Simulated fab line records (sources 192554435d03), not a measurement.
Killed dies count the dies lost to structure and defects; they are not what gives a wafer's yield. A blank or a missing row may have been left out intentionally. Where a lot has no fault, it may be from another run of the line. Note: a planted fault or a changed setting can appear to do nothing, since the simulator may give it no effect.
fab line records	flow n5Finfet
record lots=5	wafers=15	lastDay=17
route steps=1938 shown MOL_CONTACT_COAG@550 BEOL_M4@1111 PASSIVATION@1936
lots that met no fault: from a run of the same line without faults
startH: the number of hours between the record's first day and the start of the first shown wafer of the lot	waitH: hours since the lot's step before	" repeats the value in the row above	L1.1+2: several wafers, shown together as one row	- value missing, or start not given	* or withheld: withheld	< > ~ a bound
route shown NAME@n: names a module that has steps shown in the file, with the first one's number in the route	usual: mean and standard deviation over wafers with no fault	same: alike in all rows	chamber/n: place in a boat	sites: per-site readings	_std_site: the values' standard deviation	_edge_site: outer sites' mean less inner sites'	radiusMm: for every site, how far away it sits from the centre of the wafer	mask NAME#n: copy n	behind: the most recent tool/chamber to have shaped the wafer	hold: why the lot was held/for how many hours/how that ended	device: transistor that didn't switch, given as n, p or np	end of line: the route-end tests of the same wafers	a step with no rows: only its recipe	killed: dies that structure and defects cost at the first sort, which is not the same as the wafer's yield	map: per-die view of a wafer (x killed, . not killed, _ where there is no die)
set.NAME: the setting that was run; set.NAME@STEP: the one run at that earlier step	model.NAME: the simulator's own value behind a step, which no gauge read
lots seen at some steps along the route; tables by step, rows by wafer
services: when a tool's chamber went out of use (startH, in hours from the record's first day, below 0 if earlier), for how many hours, and the reason
## steps
# step N5_MOL_CONTACT_COAG_PRE_CLEAN_142
# recipe gas=H2/He	timeS=60	tempC=300
# usual heaterPowerW=483/31	susceptorTempC=300.01/0.2
# same timeS=60
lot.wafer	tool	chamber	startH	waitH	heaterPowerW	susceptorTempC
L246.2	pvdSputter-01	-	118.24	1.1	476	299.86
L246.3	"	-	"	"	454	299.89
L246.4	"	-	"	"	490	300.30
L253.1	pvdSputter-02	-	164.72	2.1	519	300.12
L253.5	"	-	"	"	520	300.15
L253.6	"	-	"	"	467	299.93
L262.2	pvdSputter-01	-	216.13	3.5	508	300.11
L262.3	"	-	"	"	466	299.86
L262.5	"	-	"	"	494	299.98
L264.2	pvdSputter-02	-	228.29	1.7	477	300.25
L264.4	"	-	"	"	487	300.11
L264.6	"	-	"	"	492	300.27
L265.1	pvdSputter-02	-	230.65	1.6	504	299.89
L265.2	"	-	"	"	486	299.74
L265.5	"	-	"	"	473	299.91
# step N5_MOL_CONTACT_COAG_SPUTTER_130
# recipe material=Co	targetThkA=475	tempC=25	chamberPressurePa=0.5	powerW=3000
# usual substrateTempC=24.98/0.11	susceptorTempC=25.00/0.11	throttleValvePct=30.6/1.1
lot.wafer	tool	chamber	startH	waitH	substrateTempC	susceptorTempC	throttleValvePct
L246.2	pvdSputter-01	-	118.30	0.0	25.11	24.99	32.8
L246.3	"	-	"	"	24.80	25.08	31.2
L246.4	"	-	"	"	24.83	25.06	30.3
L253.1	pvdSputter-02	-	164.78	0.0	24.87	24.95	29.6
L253.5	"	-	"	"	24.89	25.07	29.8
L253.6	"	-	"	"	24.82	25.26	30.4
L262.2	pvdSputter-01	-	216.19	0.0	25.04	24.97	29.9
L262.3	"	-	"	"	25.03	25.08	32.7
L262.5	"	-	"	"	24.97	25.11	32.6
L264.2	pvdSputter-02	-	228.35	0.0	24.85	25.13	30.4
L264.4	"	-	"	"	25.04	25.03	31.2
L264.6	"	-	"	"	24.95	24.71	30.1
L265.1	pvdSputter-02	-	230.71	0.0	24.86	25.07	30.3
L265.2	"	-	"	"	24.97	24.91	30.9
L265.5	"	-	"	"	25.10	25.01	30.3
# step N5_MOL_CONTACT_COAG_PRECLEAN_125
# recipe chemistry=DIW	timeS=57.5	tempC=23
# step N5_MOL_CONTACT_COAG_SRD_126
# recipe dryTimeS=32	dry=n2Spin	spinRpm=1500
# step N5_MOL_CONTACT_COAG_CMP_23
# recipe stopOn=SiO2	tOverpolishS=1.5	postCmpClean=cuAlkaline	downForcePsi=2	platenRpm=50.289	padVelocityMS=1.0006	targetThkNm=0
# usual motorCurrentA=8.2/0.53	overpolishRunS=1.501/0.0094	timeToEndpointS=8.7/2.5
lot.wafer	tool	chamber	startH	waitH	motorCurrentA	overpolishRunS	timeToEndpointS
L246.3	cmp-04	3	118.48	0.0	8.1	1.493	8.3
L246.4	"	0	"	"	7.2	1.514	8.1
L246.2	"	2	"	"	8.9	1.487	10.0
L253.1	cmp-03	0	164.96	0.0	7.6	1.494	9.7
L253.6	"	0	"	"	7.5	1.504	11.8
L253.5	"	1	"	"	8.7	1.502	8.4
L262.2	cmp-04	3	216.47	0.1	8.2	1.493	10.0
L262.3	"	0	"	"	7.1	1.511	8.2
L262.5	"	2	"	"	8.9	1.497	8.9
L264.4	cmp-02	3	228.53	0.0	8.3	1.493	8.8
L264.2	"	2	"	"	8.2	1.495	9.1
L264.6	"	0	"	"	8.8	1.499	10.3
L265.1	cmp-04	0	230.89	0.0	7.5	1.517	5.0
L265.2	"	3	"	"	8.4	1.503	11.2
L265.5	"	0	"	"	7.5	1.523	5.9
# step N5_MOL_CONTACT_COAG_WET_ETCH_26
# recipe target=Co	targetDepthNm=13
# step N5_MOL_CONTACT_COAG_WET_ETCH_116
# recipe chemistry=SC1-inhibited	targetDepthNm=4.6	dry=ipaMarangoni	rinseTimeS=30	rinseTempC=23
# step N5_MOL_CONTACT_COAG_ALD_27
# recipe material=SiOC	targetThkA=170	tempC=400	aldPrecursorFamily=carbosiloxane	aldCoReactant=H2-plasma	pulseTimeS=1.5	timeS=2720	purgeTimeS=2	coReactantPurgeTimeS=2	aldCycles=340	pressureTorr=2
# usual heaterPowerW=831/75	precursorPulseHeightRel=0.999/0.02	susceptorTempC=400.01/0.22
# same timeS=2720
lot.wafer	tool	chamber	startH	waitH	heaterPowerW	precursorPulseHeightRel	susceptorTempC
L246.2	aldSin-03	0	119.30	0.0	837	1.006	400.00
L246.3	"	2	"	"	974	0.988	399.76
L246.4	"	1	"	"	929	0.978	399.92
L253.1	aldSin-02	0	165.78	0.0	809	1.036	400.53
L253.5	"	1	"	"	914	1.041	400.32
L253.6	"	2	"	"	811	1.000	399.66
L262.2	aldSin-01	3	217.22	0.0	756	1.014	400.00
L262.3	"	0	"	"	750	0.972	400.19
L262.5	"	3	"	"	767	0.994	400.08
L264.2	aldSin-03	2	229.35	0.0	973	0.981	400.03
L264.4	"	3	"	"	772	1.012	400.21
L264.6	"	2	"	"	968	0.996	400.24
L265.1	aldSin-01	1	231.71	0.0	837	0.994	399.92
L265.2	"	3	"	"	744	0.977	400.23
L265.5	"	2	"	"	728	0.980	399.96
# step N5_MOL_CONTACT_COAG_CMP_28
# recipe stopOn=SiNx	tOverpolishS=0.85	postCmpClean=alkalineBrush	downForcePsi=4.15	platenRpm=51.8	padVelocityMS=1.0307	targetThkNm=14.522
# usual motorCurrentA=12.6/0.78	timeToEndpointS=3.7/1.9
lot.wafer	tool	chamber	startH	waitH	motorCurrentA	timeToEndpointS
L246.2	cmp-02	1	120.87	0.8	12.2	3.4
L246.4	"	2	"	"	13.5	4.4
L246.3	"	3	"	"	12.5	0.1
L253.1	cmp-04	0	167.43	0.9	11.4	0.0
L253.5	"	2	"	"	13.0	3.3
L253.6	"	3	"	"	12.6	3.2
L262.3	cmp-04	3	218.82	0.8	12.4	3.3
L262.2	"	0	"	"	11.2	1.0
L262.5	"	3	"	"	12.1	4.8
L264.4	cmp-03	2	231.10	1.0	13.8	2.7
L264.2	"	3	"	"	14.1	3.9
L264.6	"	2	"	"	13.8	3.1
L265.2	cmp-03	2	233.28	0.8	13.7	5.9
L265.1	"	1	"	"	12.4	5.2
L265.5	"	2	"	"	13.3	6.5
# step N5_MOL_CONTACT_COAG_THK_MEAS_29
# recipe reads=SiNx_of_GATE_CUT_PECVD_57+SiNx_of_GATE_CUT_SAC_CAP_01
# usual MD_CAP_THK=17.94/0.079
lot.wafer	tool	chamber	startH	waitH	MD_CAP_THK[nm]
L246.2	filmMetro-01	-	121.17	-	17.86
L246.3	"	-	"	"	17.89
L246.4	"	-	"	"	17.95
L253.1	filmMetro-02	-	167.64	-	18.01
L253.5	"	-	"	"	17.97
L253.6	"	-	"	"	17.99
L262.2	filmMetro-01	-	219.12	-	17.82
L262.3	"	-	"	"	17.96
L262.5	"	-	"	"	17.86
L264.2	filmMetro-01	-	231.40	-	18.05
L264.4	"	-	"	"	17.99
L264.6	"	-	"	"	18.05
L265.1	filmMetro-02	-	233.58	-	17.81
L265.2	"	-	"	"	17.94
L265.5	"	-	"	"	17.95
# step N5_MOL_CONTACT_COAG_ALD_123
# recipe material=SiNx	targetThkA=50	tempC=400	aldPrecursorFamily=SiH2I2	aldCoReactant=N2/H2-plasma	pulseTimeS=1	purgeTimeS=2	coReactantPurgeTimeS=2	aldCycles=100	pressureTorr=2
# usual heaterPowerW=834/88	precursorPulseHeightRel=1.000/0.02	susceptorTempC=400.03/0.23
lot.wafer	tool	chamber	startH	waitH	heaterPowerW	precursorPulseHeightRel	susceptorTempC
L246.2	aldSin-02	1	121.20	0.0	890	1.027	400.04
L246.3	"	0	"	"	810	1.018	400.32
L246.4	"	3	"	"	826	1.011	400.32
L253.1	aldSin-03	1	168.75	1.1	949	0.974	399.54
L253.5	"	2	"	"	992	1.010	399.92
L253.6	"	3	"	"	788	0.987	412.25
L262.2	aldSin-01	0	219.22	0.1	750	1.008	400.52
L262.3	"	1	"	"	826	0.994	399.83
L262.5	"	3	"	"	759	0.973	399.91
L264.2	aldSin-03	0	231.43	0.0	845	0.982	400.06
L264.4	"	2	"	"	985	0.994	400.64
L264.6	"	1	"	"	940	0.978	400.21
L265.1	aldSin-01	0	233.92	0.3	758	1.005	400.00
L265.2	"	3	"	"	762	0.989	400.02
L265.5	"	2	"	"	732	0.991	400.06
# step N5_MOL_CONTACT_COAG_PECVD_31
# recipe material=SiO2	targetThkA=460	tempC=400	precursor=TEOS/O2	pressureTorr=6.5	rfW=withheld	teosFlowSccm=withheld	gas=O2	flowSccm=2650	timeS=8.9
# step N5_BEOL_M4_RC_MEAS_101
# usual DIBL_N=35.9/1.9	DIBL_P=35.8/2.4	IOFF_N=0.15/0.031	IOFF_P=0.21/0.037	ION_N=672/13	ION_P=462/8.3	SS_N=71.5/0.72	SS_P=73.2/0.67	VT_N=250/3.4	VT_P=-250/3.4
lot.wafer	tool	chamber	startH	waitH	DIBL_N[mV/V]	DIBL_P[mV/V]	IOFF_N[nA/um]	IOFF_P[nA/um]	ION_N[uA/um]	ION_P[uA/um]	SS_N[mV/dec]	SS_P[mV/dec]	VT_N[mV]	VT_P[mV]
L246.2	prober-01	0	205.13	0.2	36.1	32.8	0.14	0.18	651	448	71.2	72.5	251	-252
L246.3	"	0	"	"	37.3	34.8	0.16	0.20	669	459	71.8	73.5	250	-252
L246.4	"	0	"	"	33.7	31.9	0.11	0.17	658	457	71.0	72.4	256	-254
L253.1	prober-02	0	244.44	0.0	39.9	39.8	0.24	0.30	703	480	72.9	74.2	241	-244
L253.5	"	0	"	"	36.8	36.1	0.16	0.23	683	470	71.4	72.4	248	-246
L253.6	"	0	"	"	36.5	35.6	0.15	0.21	665	461	71.7	73.2	247	-249
L262.2	prober-01	0	295.96	0.2	35.3	34.8	0.16	0.20	683	466	70.5	72.8	247	-248
L262.3	"	0	"	"	32.0	31.7	0.10	0.16	664	462	69.9	71.9	256	-253
L262.5	"	0	"	"	33.2	32.1	0.12	0.17	672	469	69.5	72.0	253	-249
L264.2	prober-01	0	310.18	0.2	36.0	36.0	0.15	0.20	682	470	71.4	74.1	248	-252
L264.4	"	0	"	"	35.6	35.8	0.14	0.19	671	460	71.7	73.4	251	-253
L264.6	"	0	"	"	37.9	39.3	0.19	0.25	694	471	72.8	74.7	248	-248
L265.1	prober-02	0	313.58	0.0	34.6	33.2	0.13	0.19	672	468	70.9	72.1	253	-247
L265.2	"	0	"	"	33.2	31.9	0.11	0.18	656	461	71.2	71.9	255	-248
L265.5	"	0	"	"	34.8	33.0	0.13	0.19	670	464	70.8	72.3	255	-250
# step N5_PASSIVATION_PROBE_49
# usual defectLimitedYield=91.6/1.2	killed_at_M0_to_M3=33/9.4	killed_at_M4_up=13/5.2	killedAtContacts=13/5.6	killedAtFrontEnd=37/9.5	killedAtOther=4/3.1	killedDies=99/15	killedOpen=65/11	killedShort=32/7.5	sort_bin_5_function=4.9/0.77	sort_bin_6_memory=3.1/0.65	sortNPass=1081/15	sortYieldPct=91.6/1.2
# same grossDies=1180	killedAtBackSide=0	sort_bin_4_leakage[%]=0	sort_bin_8_speed[%]=0
lot.wafer	tool	chamber	startH	waitH	defectLimitedYield[%]	killed_at_M0_to_M3	killed_at_M4_up	killedAtContacts	killedAtFrontEnd	killedAtOther	killedDies	killedOpen	killedShort	sort_bin_5_function[%]	sort_bin_6_memory[%]	sortNPass	sortYieldPct[%]
L246.2	prober-02	-	322.33	0.1	92.1	35	15	8	34	1	93	70	22	5.4	2.3	1087	92.1
L246.3	prober-02	-	322.38	0.1	90.8	40	21	8	36	3	108	57	48	4.3	4.0	1072	90.8
L246.4	prober-02	-	322.43	0.2	91.4	28	26	13	32	2	101	68	33	5.7	2.6	1079	91.4
L253.1	prober-02	-	350.93	0.0	89.7	46	12	31	27	6	122	76	41	5.8	3.8	1058	89.7
L253.5	prober-02	-	351.13	0.2	92.3	17	12	22	40	0	91	67	19	4.5	2.8	1089	92.3
L253.6	prober-02	-	351.18	0.3	89.9	36	11	25	45	2	119	80	38	6.2	3.7	1061	89.9
L262.2	prober-01	-	389.81	0.1	93.0	32	15	10	25	1	83	52	29	4.7	2.1	1097	93.0
L262.3	prober-01	-	389.86	0.1	91.7	46	9	19	24	0	98	62	34	5.0	3.0	1082	91.7
L262.5	prober-01	-	389.96	0.2	93.1	32	12	7	30	0	81	50	30	4.1	2.7	1099	93.1
L264.2	prober-01	-	408.89	0.1	92.2	25	14	7	40	6	92	71	21	4.2	3.6	1088	92.2
L264.4	prober-01	-	408.99	0.2	91.4	32	5	12	45	7	101	58	43	5.5	2.7	1079	91.4
L264.6	prober-01	-	409.09	0.3	90.3	41	10	20	36	7	114	69	43	5.8	3.3	1066	90.3
L265.1	prober-01	-	414.14	0.0	90.2	25	30	11	42	8	116	79	35	5.7	4.0	1064	90.2
L265.2	prober-01	-	414.19	0.1	92.1	23	19	6	37	8	93	64	29	5.3	2.5	1087	92.1
L265.5	prober-01	-	414.34	0.2	91.1	37	18	8	31	11	105	70	31	5.7	2.8	1075	91.1
# killed by level:class
L246.2 BEOL_M0_SAQP:geometricParticle:open=9 BEOL_M4:geometricParticle:open=9 BEOL_M2:geometricParticle:open=7 STARTING-WAFER:geometricParticle:open=7 BEOL_M0_SAQP:geometricParticle:short=5 BEOL_M3:geometricParticle:open=5 FIN_SAQP:geometricParticle:open=4 SPACER0:geometricParticle:open=4
L246.3 BEOL_M0_SAQP:geometricParticle:short=17 BEOL_M4:geometricParticle:open=12 BEOL_M2:geometricParticle:open=10 SPACER0:geometricParticle:short=7 MOL_CONTACT_COAG:geometricParticle:open=6 FIN_SAQP:geometricParticle:short=5 GATE_CUT:geometricParticle:open=5 GATE_CUT:geometricParticle:short=4
L246.4 BEOL_M4:geometricParticle:open=13 MOL_CONTACT_COAG:geometricParticle:open=10 BEOL_M2:geometricParticle:open=6 FIN_SAQP:geometricParticle:open=5 STI_FIN_REVEAL:geometricParticle:open=5 ILD0:geometricParticle:open=5 BEOL_M4:geometricParticle:short=5 BEOL_M0:geometricParticle:open=4
L253.1 MOL_CONTACT_COAG:geometricParticle:open=23 BEOL_M0_SAQP:geometricParticle:open=14 BEOL_M0_SAQP:geometricParticle:short=13 MOL_CONTACT_COAG:geometricParticle:short=8 BEOL_M0:geometricParticle:open=6 FIN_SAQP:geometricParticle:short=5 BEOL_M1:geometricParticle:open=5 HKMG_FIN:areaEtch=5
L253.5 MOL_CONTACT_COAG:geometricParticle:open=17 FIN_SAQP:geometricParticle:open=11 DUMMY_GATE:geometricParticle:open=7 MOL_CONTACT_COAG:geometricParticle:short=5 BEOL_M0:geometricParticle:open=5 BEOL_M1:geometricParticle:open=5 FIN_SAQP:geometricParticle:short=4 BEOL_M5:geometricParticle:open=4
L253.6 MOL_CONTACT_COAG:geometricParticle:open=21 FIN_SAQP:geometricParticle:short=12 STI_FIN_REVEAL:geometricParticle:open=10 BEOL_M0_SAQP:geometricParticle:open=8 FIN_SAQP:geometricParticle:open=6 BEOL_M4:geometricParticle:open=6 BEOL_M1:geometricParticle:open=6 BEOL_M3:geometricParticle:open=6
L262.2 BEOL_M3:geometricParticle:open=12 MOL_CONTACT_COAG:geometricParticle:open=7 BEOL_M0_SAQP:geometricParticle:short=7 BEOL_M4:geometricParticle:open=7 STARTING-WAFER:geometricParticle:short=6 BEOL_M1:geometricParticle:open=5 STARTING-WAFER:geometricParticle:open=5 FIN_SAQP:geometricParticle:short=4
L262.3 MOL_CONTACT_COAG:geometricParticle:open=17 BEOL_M3:geometricParticle:open=13 BEOL_M1:geometricParticle:open=6 BEOL_M2:geometricParticle:open=6 BEOL_M3:geometricParticle:short=6 DUMMY_GATE:geometricParticle:open=5 GATE_CUT:geometricParticle:short=5 BEOL_M1:geometricParticle:short=5
L262.5 BEOL_M3:geometricParticle:open=13 STARTING-WAFER:geometricParticle:short=6 FIN_SAQP:geometricParticle:open=5 FIN_SAQP:geometricParticle:short=5 MOL_CONTACT_COAG:geometricParticle:open=5 BEOL_M4:geometricParticle:open=5 BEOL_M0_SAQP:geometricParticle:short=4 BEOL_M1:geometricParticle:open=4
L264.2 FIN_SAQP:geometricParticle:open=13 BEOL_M2:geometricParticle:open=9 BEOL_M0_SAQP:geometricParticle:open=9 FIN_SAQP:geometricParticle:short=7 BEOL_M4:geometricParticle:open=7 MOL_CONTACT_COAG:geometricParticle:open=6 STI_FIN_REVEAL:geometricParticle:open=5 DUMMY_GATE:geometricParticle:open=4
L264.4 STI_FIN_REVEAL:geometricParticle:open=11 BEOL_M3:geometricParticle:open=9 BEOL_M0_SAQP:geometricParticle:short=8 MOL_CONTACT_COAG:geometricParticle:open=7 FIN_SAQP:geometricParticle:short=6 FIN_SAQP:geometricParticle:open=6 BEOL_M2:geometricParticle:open=6 MOL_CONTACT_COAG:geometricParticle:short=5
L264.6 MOL_CONTACT_COAG:geometricParticle:open=17 BEOL_M0_SAQP:geometricParticle:short=13 BEOL_M4:geometricParticle:open=8 BEOL_M0_SAQP:geometricParticle:open=8 FIN_SAQP:geometricParticle:open=5 FIN_SAQP:geometricParticle:short=5 BEOL_M2:geometricParticle:open=5 BEOL_M1:geometricParticle:open=5
L265.1 BEOL_M4:geometricParticle:open=13 STI_FIN_REVEAL:geometricParticle:open=12 BEOL_M2:geometricParticle:open=9 FIN_SAQP:geometricParticle:short=8 MOL_CONTACT_COAG:geometricParticle:open=8 FIN_SAQP:geometricParticle:open=6 BEOL_M0_SAQP:geometricParticle:short=6 BEOL_M6:geometricParticle:open=4
L265.2 STI_FIN_REVEAL:geometricParticle:open=10 BEOL_M4:geometricParticle:open=9 BEOL_M2:geometricParticle:open=8 BEOL_M0_SAQP:geometricParticle:open=6 FIN_SAQP:geometricParticle:short=5 GATE_CUT:geometricParticle:short=5 MOL_CONTACT_COAG:geometricParticle:open=5 STARTING-WAFER:geometricParticle:short=4
L265.5 BEOL_M1:geometricParticle:open=14 MOL_CONTACT_COAG:geometricParticle:open=8 BEOL_M2:geometricParticle:open=8 BEOL_M4:geometricParticle:open=8 STI_FIN_REVEAL:geometricParticle:open=7 FIN_SAQP:geometricParticle:short=3 STI_FIN_REVEAL:geometricParticle:short=3 DUMMY_GATE:geometricParticle:open=3
## services
tool	chamber	startH	hours	kind
aldSin-02	0	99.25	-	clean
cmp-02	-	121.68	0.6	repair
cmp-03	-	122.31	4.0	pm
cmp-03	-	126.31	-	consumableReplace:conditioner
cmp-03	-	126.31	-	consumableReplace:pad
cmp-04	-	126.40	0.5	repair
pvdSputter-01	-	129.15	1.9	repair
cmp-04	-	132.51	3.9	repair
cmp-03	-	137.84	5.7	pm
aldSin-02	1	145.62	15.5	repair
aldSin-03	-	154.15	14.6	pm
cmp-03	-	157.44	0.8	repair
aldSin-01	3	161.83	3.1	repair
cmp-04	-	168.52	7.0	pm
aldSin-02	-	171.60	0.4	repair
cmp-03	-	178.16	0.6	repair
cmp-03	-	192.81	6.1	repair
aldSin-03	0	199.02	5.4	repair
cmp-02	-	202.31	4.0	pm
cmp-04	-	202.78	8.0	repair
aldSin-01	-	221.64	1.3	repair
aldSin-02	-	224.91	0.4	repair
cmp-02	-	226.91	0.8	repair
aldSin-01	1	233.76	3.6	repair
## key
firstSign step=N5_MOL_CONTACT_COAG_ALD_123	reading=susceptorTempC	direction=up	sigmas=52	usual=*	struck=*
effect none on later readings
metAt N5_MOL_CONTACT_COAG_ALD_123
struckWafers L253.6
fault kind=processParameterDrift	tool=aldSin-03	chamber=3	onsetH=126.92	steps=N5_MOL_CONTACT_COAG_ALD_123	channel=tempC	offset=*	shape=step	endH=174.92	actsIn=*	stated=*
